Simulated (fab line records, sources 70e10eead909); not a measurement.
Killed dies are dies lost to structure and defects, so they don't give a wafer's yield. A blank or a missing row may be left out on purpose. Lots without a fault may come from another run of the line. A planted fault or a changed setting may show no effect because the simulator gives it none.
fab line records | flow nand_harc | part 1 of 2: steps 1 to 4 of 6
record lots=24 wafers=72 last_day=24
route steps=1159 shown A_CHANNEL_HOLE_D1@468 A_CHANNEL_FILL_D1@508 A_STAIRCASE@547
lots that met no fault: from a run of the same line without faults
start_h: hours from the record's first day to the start of the lot's first wafer shown | wait_h: hours since the lot's step before | " the same as in the row above | L1.1+2: a row that stands for several wafers | - no value, or no start given | * or withheld: withheld | < > ~ a bound
route shown NAME@n: a module of which the file shows steps, and the number in the route of the first | usual: mean/standard deviation of fault-free wafers | same: alike in all rows | chamber/n: place in a boat | sites: the reading at each site | _std_site: their standard deviation | _edge_site: outer sites' mean less inner sites' | radius_mm: how far each site lies from the wafer's centre | mask NAME#n: copy n | behind: the tool/chamber that last shaped the wafer | hold: why the lot was held/for how many hours/how that ended | device: the transistor (n, p or np) that didn't switch | end of line: the same wafers' tests at the end of the route | a step without rows: its recipe alone | killed: dies lost to structure and defects at the first sort, not the wafer's yield | map: a wafer's dies, x killed, . not, _ none there
set.NAME: the setting as run; set.NAME@STEP: as run at that earlier step | model.NAME: the simulator's own value behind a step, which no gauge read
steps of the route over a sample of lots; a table a step, a row a wafer
services: from which hour (start_h, from the record's first day; less than 0 if before it) a tool's chamber was out of use, for how many hours, and why
## steps
# step NHARC_A_CHANNEL_HOLE_D1_ETCH_34
# recipe target_depth_a=1540 time_s=77 cf4_flow_sccm=100 chf3_flow_sccm=30 ar_flow_sccm=0 rf_w=500 bias_w=200 chemistry=CF4/CHF3
# usual drypump_motor_current_A=5.7/0.42 oes_product_au=0.943/0.027 rf_vpp_V=371.4/2 showerhead_plenum_p_Torr=1.60/0.057 throttle_valve_pct=16.803/0.0094
# columns lot.wafer tool chamber start_h wait_h drypump_motor_current_A oes_product_au rf_hours_counter_h rf_vpp_V showerhead_plenum_p_Torr throttle_valve_pct
L074.3 rie_diel-03 0 - - 6.1 0.905 10 374.5 1.63 16.795
L074.1 " 3 " " 5.7 0.914 10 368.0 1.50 16.793
L074.5 " 1 " " 4.7 0.938 - 373.2 1.68 16.806
L075.1 rie_diel-03 1 - - 4.7 0.929 9 373.7 1.68 16.809
L075.4 " 2 " " 5.5 0.916 11 370.7 1.54 16.806
L075.6 " 2 " " 5.6 0.930 - 370.3 1.54 16.812
L076.2 rie_diel-06 0 - - 5.5 0.904 6 372.3 1.61 16.800
L076.5 " 1 " " 5.6 0.925 - 370.3 1.55 16.804
L076.6 " 2 " " 5.2 0.935 - 373.2 1.65 16.790
L077.3 rie_diel-01 1 - - 5.5 0.930 3 371.6 1.58 16.813
L077.4 " 2 " " 5.8 0.981 2 370.4 1.57 16.803
L077.6 " 3 " " 5.8 0.974 - 370.8 1.57 16.813
L078.3 rie_diel-01 1 - - 5.5 0.955 3 369.8 1.58 16.804
L078.2 " 2 " " 5.7 0.996 2 370.6 1.57 16.800
L078.6 " 3 " " 5.8 0.950 - 369.1 1.57 16.784
L079.2 rie_diel-03 2 - - 5.5 0.908 12 367.8 1.54 16.803
L079.3 " 3 " " 5.7 0.919 12 370.1 1.50 16.793
L079.6 " 2 " " 5.6 0.913 - 370.9 1.54 16.828
L081.4 rie_diel-06 1 - - 5.6 0.931 8 370.0 1.55 16.808
L081.3 " 3 " " 5.6 1.007 8 370.1 1.57 16.806
L081.2 " 0 " " 5.5 0.913 8 371.3 1.61 16.814
L080.3 rie_diel-01 1 - - 5.6 0.900 5 371.4 1.58 16.799
L080.1 " 2 " " 5.8 0.951 4 371.3 1.57 16.798
L080.5 " 1 " " 5.5 0.899 - 370.5 1.58 16.803
L082.3 rie_diel-01 0 - - 6.4 0.918 6 373.8 1.68 16.778
L082.2 " 1 " " 5.5 0.921 6 369.1 1.58 16.805
L082.5 " 1 " " 5.5 0.906 - 370.6 1.58 16.785
L083.1 rie_diel-01 0 - - 6.4 0.929 8 375.0 1.68 16.803
L083.6 " 3 " " 5.8 0.924 - 369.8 1.57 16.805
L083.5 " 0 " " 6.4 0.915 - 374.6 1.69 16.809
L084.2 rie_diel-03 0 - - 6.1 0.944 1 373.9 1.63 16.811
L084.3 " 0 " " 6.1 0.935 - 371.9 1.63 16.805
L084.5 " 0 " " 6.1 0.931 - 374.0 1.63 16.805
L085.3 rie_diel-06 0 - - 5.5 0.973 0 371.3 1.61 16.811
L085.1 " 2 " " 5.2 0.958 0 373.1 1.65 16.807
L085.4 " 3 " " 5.6 0.998 0 370.5 1.57 16.806
L088.1 rie_diel-01 3 - - 5.8 0.978 9 368.7 1.57 16.811
L088.6 " 0 " " 6.4 0.958 - 374.2 1.68 16.797
L088.5 " 1 " " 5.5 0.948 - 371.5 1.58 16.819
L086.3 rie_diel-03 0 253.34 0.3 6.0 0.934 - 371.2 1.63 16.799
L086.6 " 3 " " 5.7 0.934 - 367.3 1.50 16.798
L086.5 " 0 " " 6.1 0.943 - 372.5 1.63 16.791
L087.1 rie_diel-06 2 - - 5.2 0.970 1 373.0 1.65 16.804
L087.2 " 3 " " 5.6 1.018 1 372.5 1.57 16.797
L087.6 " 3 " " 5.6 1.016 - 370.1 1.57 16.803
L090.2 rie_diel-06 3 - - 5.6 0.992 2 371.3 1.57 16.803
L090.1 " 0 " " 5.5 0.961 2 372.1 1.61 16.812
L090.6 " 2 " " 5.2 0.995 - 372.7 1.65 16.815
L089.2 rie_diel-03 3 - - 5.7 0.948 4 368.0 1.50 16.795
L089.6 " 0 " " 6.1 0.977 - 372.9 1.63 16.806
L089.5 " 1 " " 4.7 0.957 - 374.0 1.68 16.798
L093.4 rie_diel-06 0 - - 5.5 0.963 2 372.4 1.61 16.796
L093.3 " 1 " " 5.7 0.965 2 370.2 1.54 16.805
L093.5 " 2 " " 5.2 0.970 - 372.5 1.65 16.811
L091.4 rie_diel-03 0 - - 6.1 0.939 5 372.6 1.63 16.809
L091.3 " 1 " " 4.7 0.933 1 374.0 1.68 16.810
L091.1 " 2 " " 5.6 0.917 3 371.5 1.54 16.817
L092.4 rie_diel-03 0 - - 6.1 0.963 5 371.7 1.63 16.790
L092.2 " 2 " " 5.5 0.947 3 369.1 1.54 16.801
L092.5 " 0 " " 6.1 0.966 - 372.6 1.63 16.822
L095.2 rie_diel-03 3 - - 5.8 0.917 8 369.2 1.50 16.813
L095.3 " 1 " " 4.7 0.918 3 375.3 1.68 16.799
L095.5 " 0 " " 6.1 0.916 - 372.0 1.63 16.816
L096.4 rie_diel-01 2 - - 5.8 0.943 10 369.5 1.57 16.790
L096.3 " 3 " " 5.8 0.924 12 369.7 1.57 16.798
L096.1 " 1 " " 5.5 0.907 10 370.1 1.58 16.808
L097.3 rie_diel-06 3 - - 5.6 0.965 4 370.6 1.57 16.801
L097.2 " 1 " " 5.7 0.947 4 370.6 1.54 16.824
L097.6 " 3 " " 5.7 0.963 - 370.6 1.57 16.807
L094.1 rie_diel-01 1 - - 5.5 0.901 11 370.9 1.58 16.803
L094.4 " 3 " " 5.8 0.921 12 370.9 1.57 16.786
L094.5 " 1 " " 5.5 0.903 - 370.3 1.58 16.808
# step NHARC_A_CHANNEL_FILL_D1_ETCHBACK_08
# recipe target_depth_a=2200 time_s=110 c4f8_flow_sccm=20 ar_flow_sccm=withheld rf_w=600 bias_w=300 chemistry=C4F8
# usual oes_product_au=0.937/0.026 rf_vpp_V=441.4/2.9
# columns lot.wafer tool chamber start_h wait_h oes_product_au rf_hours_counter_h rf_vpp_V
L074.1 rie_diel-10 3 - - 0.948 1 442.5
L074.3 " 0 " " 0.932 2 441.6
L074.5 " 3 " " 0.945 - 443.3
L077.4 rie_diel-05 3 - - 0.996 10 441.4
L077.3 " 0 " " 0.975 12 440.8
L077.6 " 3 " " 1.002 - 439.9
L076.2 rie_diel-10 2 - - 0.927 2 436.2
L076.5 " 3 " " 0.941 - 443.6
L076.6 " 0 " " 0.928 - 441.8
L075.4 rie_diel-12 1 - - 0.935 1 439.4
L075.1 " 2 " " 0.903 1 440.4
L075.6 " 0 " " 0.909 - 446.4
L079.2 rie_diel-10 1 - - 0.982 3 438.6
L079.3 " 2 " " 0.987 3 435.9
L079.6 " 1 " " 0.980 - 438.5
L078.2 rie_diel-12 0 - - 0.915 1 445.5
L078.3 " 1 " " 0.927 1 439.1
L078.6 " 0 " " 0.915 - 443.7
L080.3 rie_diel-12 2 - - 0.975 1 442.1
L080.1 " 3 " " 0.993 1 446.4
L080.5 " 1 " " 0.992 - 439.0
L081.2 rie_diel-12 3 - - 0.939 1 444.2
L081.4 " 0 " " 0.913 1 443.9
L081.3 " 2 " " 0.908 1 441.5
L082.2 rie_diel-10 1 - - 0.976 4 438.2
L082.3 " 3 " " 0.996 3 444.1
L082.5 " 2 " " 0.990 - 436.7
L083.1 rie_diel-12 3 - - 0.936 2 445.0
L083.5 " 0 " " 0.928 - 444.7
L083.6 " 1 " " 0.939 - 439.0
L086.3 rie_diel-12 0 - - 0.931 2 444.1
L086.5 " 3 " " 0.941 - 443.8
L086.6 " 0 " " 0.930 - 445.8
L084.3 rie_diel-10 3 - - 0.941 5 444.4
L084.2 " 0 " " 0.914 5 441.5
L084.5 " 3 " " 0.942 - 442.3
L088.1 rie_diel-05 1 - - 0.924 30 443.4
L088.5 " 2 " " 0.937 - 436.5
L088.6 " 3 " " 0.939 - 439.3
L085.3 rie_diel-05 3 - - 0.940 27 441.7
L085.1 " 0 " " 0.900 29 443.0
L085.4 " 1 " " 0.930 30 442.4
L087.1 rie_diel-05 2 - - 0.934 29 436.7
L087.2 " 1 " " 0.919 31 442.0
L087.6 " 2 " " 0.933 - 439.4
L089.2 rie_diel-10 2 - - 0.926 5 437.2
L089.5 " 1 " " 0.926 - 437.5
L089.6 " 2 " " 0.934 - 437.6
L090.1 rie_diel-12 3 - - 0.932 2 445.6
L090.2 " 2 " " 0.911 2 441.2
L090.6 " 3 " " 0.931 - 445.4
L093.3 rie_diel-05 2 - - 0.931 31 437.6
L093.5 " 0 " " 0.903 - 442.7
L093.4 " 2 " " 0.939 - 437.0
L091.3 rie_diel-12 2 - - 0.908 3 442.3
L091.4 " 0 " " 0.925 3 444.5
L091.1 " 1 " " 0.931 3 438.3
L092.4 rie_diel-10 2 - - 0.934 5 436.3
L092.2 " 0 " " 0.926 5 440.5
L092.5 " 3 " " 0.935 - 442.4
L095.2 rie_diel-12 0 - - 0.903 3 444.9
L095.3 " 1 " " 0.934 3 437.7
L095.5 " 3 " " 0.929 - 444.7
L096.1 rie_diel-12 3 - - 0.932 3 444.2
L096.3 " 1 " " 0.925 3 439.8
L096.4 " 0 " " 0.913 - 444.6
L094.4 rie_diel-12 0 - - 0.911 4 446.1
L094.1 " 1 " " 0.924 4 438.8
L094.5 " 3 " " 0.932 - 444.1
L097.2 rie_diel-12 1 - - 0.921 4 438.9
L097.3 " 2 " " 0.907 3 440.5
L097.6 " 0 " " 0.911 - 444.6
# step NHARC_A_STAIRCASE_DESCUM_11
# recipe time_s=3 o2_flow_sccm=200 ar_flow_sccm=0 bias_power_w=0 chemistry=O2
# usual drypump_motor_current_A=6.0/0.36 oes_product_au=1.005/0.012 rf_vpp_V=57.9/0.92 showerhead_plenum_p_Torr=1.94/0.077 throttle_valve_pct=11.312/0.0086
# columns lot.wafer tool chamber start_h wait_h drypump_motor_current_A oes_product_au rf_hours_counter_h rf_vpp_V showerhead_plenum_p_Torr throttle_valve_pct
L074.3 rie_diel-11 3 233.47 - 5.9 0.994 16 58.1 1.91 11.322
L074.1 " 2 " " 6.4 1.008 15 58.2 1.98 11.309
L074.5 " 0 " " 5.4 1.005 - 56.8 1.80 11.320
L076.2 rie_diel-11 0 244.93 - 5.4 1.015 19 58.1 1.80 11.318
L076.6 " 0 " " 5.4 1.009 - 58.0 1.80 11.316
L076.5 " 1 " " 6.3 1.007 - 58.1 2.00 11.308
L077.3 rie_diel-11 0 245.23 - 5.4 1.000 19 57.6 1.80 11.297
L077.4 " 2 " " 6.4 0.995 19 58.4 1.98 11.311
L077.6 " 3 " " 5.9 0.978 - 58.1 1.91 11.303
L075.4 rie_diel-11 0 249.05 - 5.4 1.015 20 56.6 1.80 11.309
L075.1 " 1 " " 6.3 1.016 20 57.1 2.00 11.307
L075.6 " 1 " " 6.3 1.007 - 57.7 2.00 11.336
L079.3 rie_diel-11 1 251.85 - 6.3 1.008 21 57.8 2.00 11.321
L079.2 " 2 " " 6.4 1.005 22 59.5 1.98 11.304
L079.6 " 1 " " 6.3 1.006 - 57.7 2.00 11.318
L078.3 rie_diel-11 1 252.11 - 6.3 1.019 21 58.3 2.00 11.305
L078.2 " 3 " " 5.9 0.993 23 58.0 1.91 11.303
L078.6 " 0 " " 5.4 1.014 - 56.6 1.80 11.299
L080.1 rie_diel-07 0 267.47 - 6.3 0.995 11 56.7 1.89 11.306
L080.3 " 1 " " 6.1 1.001 10 58.4 1.92 11.329
L080.5 " 0 " " 6.3 1.001 - 58.3 1.89 11.308
L081.3 rie_diel-11 1 267.74 - 6.3 1.025 28 57.9 2.00 11.314
L081.4 " 2 " " 6.5 1.014 28 58.9 1.98 11.309
L081.2 " 3 " " 5.9 1.002 29 58.4 1.91 11.316
L082.3 rie_diel-11 0 280.44 - 5.4 1.010 33 57.1 1.79 11.311
L082.2 " 1 " " 6.3 1.007 32 57.8 2.00 11.311
L082.5 " 2 " " 6.4 1.011 - 57.3 1.97 11.314
L083.1 rie_diel-11 1 298.86 - 6.3 1.017 39 58.4 1.99 11.318
L083.5 " 1 " " 6.3 1.020 - 57.8 1.99 11.304
L083.6 " 2 " " 6.4 1.007 - 57.6 1.97 11.321
L086.3 rie_diel-07 1 311.81 - 6.0 0.991 24 57.8 1.92 11.320
L086.5 " 2 " " 5.9 1.021 - 59.0 1.92 11.316
L086.6 " 3 " " 5.8 1.004 - 57.2 1.95 11.300
L084.2 rie_diel-13 2 312.04 - 6.0 1.027 7 59.9 2.02 11.296
L084.3 " 3 " " 5.6 1.000 7 58.7 2.02 11.308
L084.5 " 2 " " 6.0 1.000 - 58.0 2.02 11.305
L088.1 rie_diel-13 1 312.34 - 5.6 0.977 7 57.3 2.01 11.310
L088.5 " 3 " " 5.6 0.982 - 58.4 2.02 11.318
L088.6 " 0 " " 5.6 1.007 - 56.6 2.05 11.298
L085.3 rie_diel-11 0 315.40 - 5.4 1.020 45 57.6 1.79 11.306
L085.1 " 2 " " 6.5 1.008 43 57.7 1.97 11.313
L085.4 " 3 " " 5.9 0.988 43 55.2 1.90 11.307
L087.1 rie_diel-11 1 318.52 - 6.3 1.009 45 57.7 1.99 11.324
L087.2 " 2 " " 6.4 1.015 45 58.1 1.97 11.315
L087.6 " 1 " " 6.3 1.014 - 59.6 1.99 11.296
L089.2 rie_diel-11 1 324.77 - 6.3 1.013 49 57.5 1.99 11.319
L089.5 " 1 " " 6.4 1.022 - 57.3 1.99 11.313
L089.6 " 2 " " 6.5 1.009 - 58.7 1.97 11.318
L090.2 rie_diel-11 1 325.06 - 6.3 1.008 49 58.6 1.99 11.313
L090.1 " 2 " " 6.5 1.000 49 59.7 1.97 11.302
L090.6 " 2 " " 6.4 0.996 - 59.6 1.97 11.303
L091.1 rie_diel-07 3 332.16 - 5.8 1.000 34 58.7 1.95 11.292
L091.4 " 0 " " 6.3 1.004 34 57.7 1.88 11.313
L091.3 " 2 " " 5.8 1.031 30 56.1 1.91 11.318
L093.4 rie_diel-11 2 332.47 - 6.4 1.014 52 58.1 1.97 11.305
L093.3 " 3 " " 5.9 0.995 52 57.6 1.90 11.315
L093.5 " 2 " " 6.5 1.010 - 58.4 1.97 11.309
L092.2 rie_diel-13 0 336.01 - 5.7 1.004 22 59.5 2.05 11.312
L092.4 " 1 " " 5.6 0.995 20 59.2 2.01 11.306
L092.5 " 2 " " 6.0 1.022 - 58.0 2.01 11.319
L095.2 rie_diel-07 1 358.39 - 6.0 0.996 42 57.2 1.91 11.312
L095.3 " 3 " " 5.8 0.996 41 57.3 1.94 11.309
L095.5 " 0 " " 6.3 1.009 - 56.3 1.88 11.296
L096.3 rie_diel-13 0 362.25 - 5.6 0.988 30 58.6 2.04 11.315
L096.1 " 1 " " 5.6 0.991 29 56.7 2.00 11.306
L096.4 " 2 " " 6.0 1.012 25 58.7 2.01 11.324
L094.1 rie_diel-07 2 368.02 - 5.9 1.017 38 58.0 1.91 11.312
L094.4 " 0 " " 6.3 0.999 - 55.9 1.88 11.315
L094.5 " 1 " " 6.0 0.994 - 57.6 1.91 11.329
L097.3 rie_diel-13 2 371.86 - 6.0 1.010 29 58.4 2.01 11.323
L097.2 " 3 " " 5.6 0.997 30 58.5 2.01 11.309
L097.6 " 2 " " 6.0 1.010 - 58.2 2.01 11.321
# step NHARC_A_STAIRCASE_ETCH_25
# recipe target_depth_a=1000 time_s=40.5 ion_energy_ev=400 c4f8_flow_sccm=20 o2_flow_sccm=10 ar_flow_sccm=withheld rf_w=600 bias_w=1000 chemistry=C4F8/O2
# usual oes_product_au=0.945/0.013 rf_vpp_V=898/4.5
# columns lot.wafer tool chamber start_h wait_h oes_product_au rf_hours_counter_h rf_vpp_V
L074.1 rie_diel-13 1 - - 0.936 48 903
L074.3 " 2 " " 0.944 45 902
L074.5 " 1 " " 0.937 - 900
L076.2 rie_diel-07 2 - - 0.956 4 897
L076.5 " 1 " " 0.934 - 897
L076.6 " 2 " " 0.957 - 896
L077.4 rie_diel-11 2 - - 0.958 20 900
L077.3 " 0 " " 0.956 20 888
L077.6 " 2 " " 0.938 - 900
L075.1 rie_diel-11 3 - - 0.930 22 895
L075.4 " 0 " " 0.947 21 886
L075.6 " 0 " " 0.944 - 890
L079.2 rie_diel-07 2 - - 0.968 7 896
L079.3 " 1 " " 0.939 6 897
L079.6 " 3 " " 0.936 - 898
L078.3 rie_diel-13 2 - - 0.952 52 901
L078.2 " 0 " " 0.928 59 906
L078.6 " 2 " " 0.956 - 903
L080.3 rie_diel-07 0 - - 0.943 12 895
L080.1 " 1 " " 0.941 11 898
L080.5 " 0 " " 0.947 - 895
L081.4 rie_diel-11 3 - - 0.927 30 898
L081.3 " 1 " " 0.963 28 901
L081.2 " 2 " " 0.945 29 901
L082.3 rie_diel-11 2 - - 0.958 34 898
L082.2 " 0 " " 0.965 34 888
L082.5 " 2 " " 0.956 - 899
L083.1 rie_diel-11 0 - - 0.962 41 887
L083.6 " 1 " " 0.962 - 901
L083.5 " 2 " " 0.955 - 899
L086.3 rie_diel-07 3 - - 0.940 25 898
L086.6 " 0 " " 0.927 - 894
L086.5 " 1 " " 0.929 - 897
L084.2 rie_diel-07 0 - - 0.932 25 895
L084.3 " 1 " " 0.919 25 897
L084.5 " 0 " " 0.932 - 894
L088.1 rie_diel-13 3 - - 0.933 8 902
L088.6 " 3 " " 0.931 - 904
L088.5 " 0 " " 0.944 - 904
L085.1 rie_diel-13 3 - - 0.944 10 903
L085.4 " 0 " " 0.969 11 904
L085.3 " 1 " " 0.938 10 903
L087.1 rie_diel-11 1 - - 0.944 47 901
L087.2 " 0 " " 0.946 49 889
L087.6 " 2 " " 0.929 - 899
L089.2 rie_diel-13 0 - - 0.940 17 904
L089.5 " 0 " " 0.950 - 904
L089.6 " 1 " " 0.938 - 902
L090.2 rie_diel-11 1 - - 0.956 50 900
L090.1 " 3 " " 0.956 50 895
L090.6 " 2 " " 0.960 - 897
L093.4 rie_diel-11 2 - - 0.953 53 899
L093.3 " 3 " " 0.927 53 894
L093.5 " 2 " " 0.954 - 898
L091.3 rie_diel-07 2 - - 0.946 32 896
L091.1 " 3 " " 0.929 36 898
L091.4 " 0 " " 0.933 36 894
L092.4 rie_diel-11 2 - - 0.933 54 899
L092.2 " 3 " " 0.922 54 895
L092.5 " 3 " " 0.915 - 896
L095.3 rie_diel-13 2 - - 0.957 25 902
L095.2 " 3 " " 0.942 27 901
L095.5 " 2 " " 0.963 - 902
L096.4 rie_diel-11 2 - - 0.940 62 899
L096.3 " 3 " " 0.933 64 895
L096.1 " 0 " " 0.964 66 886
L094.4 rie_diel-13 1 - - 0.955 32 902
L094.1 " 3 " " 0.938 29 902
L094.5 " 0 " " 0.951 - 903
L097.3 rie_diel-13 2 - - 0.971 30 902
L097.2 " 0 " " 0.955 35 904
L097.6 " 2 " " 0.956 - 901
